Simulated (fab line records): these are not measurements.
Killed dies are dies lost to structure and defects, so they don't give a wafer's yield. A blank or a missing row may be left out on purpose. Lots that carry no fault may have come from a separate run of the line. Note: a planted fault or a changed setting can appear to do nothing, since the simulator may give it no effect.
Matching of chambers -- flow n5_finfet -- N5_BEOL_M15_DEP_53 on pecvd-01 has 3 sister chambers
The step deposits SiCN from 3MS/NH3, target thk 50 nm, time 17.8 s. 6 wafers are shown with their chamber, then 12 later ones without.

## WAFERS WITH THEIR CHAMBER
wafer,chamber,throttle_valve_pct (%),showerhead_plenum_p_Torr (Torr)
L083.4,2,17.9,4.167
L083.6,0,17.9,4.156
L087.6,2,17.9,4.167
L092.2,1,18.6,4.150
L092.4,0,18.1,4.154
L092.6,1,18.5,4.162

## WAFERS WITH NO CHAMBER GIVEN
wafer,throttle_valve_pct (%),showerhead_plenum_p_Torr (Torr)
L091.1,18.0,4.166
L091.4,18.5,4.154
L091.5,18.9,4.167
L093.1,18.2,4.172
L093.4,17.9,4.178
L093.6,18.2,4.157
L094.1,18.2,4.166
L094.2,18.4,4.146
L094.6,18.1,4.154
L096.1,17.9,4.181
L096.4,18.2,4.164
L096.6,17.8,4.172

## WHICH CHAMBER EACH ONE RAN IN
wafer,from the rows above,in truth
L091.1,can't be placed: 2 or 0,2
L091.4,1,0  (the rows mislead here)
L091.5,1,1
L093.1,can't be placed: 2 or 0 or 1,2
L093.4,2,2
L093.6,can't be placed: 0 or 1 or 2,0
L094.1,can't be placed: 0 or 2 or 1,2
L094.2,1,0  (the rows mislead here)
L094.6,0,0
L096.1,2,2
L096.4,can't be placed: 0 or 2 or 1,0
L096.6,2,2
5 of 12 placed correctly. From these rows, 5 cannot be placed; in 5 the true chamber is one of the candidates. 2 placed wrongly.
How it was worked out, from the rows above alone: a wafer's distance from a chamber is the root of the sum, over the readings, of the square of ((its reading less the chamber's mean) divided by the reading's scatter). The wafer belongs to the nearest chamber; if the next one is less than 2 further off, it can't be placed. The mean given for a chamber averages the wafers shown for that chamber. The scatter is the square root of a quotient: the sum, over the shown wafers, of each reading's squared deviation from its chamber's mean, divided by wafers minus chambers.
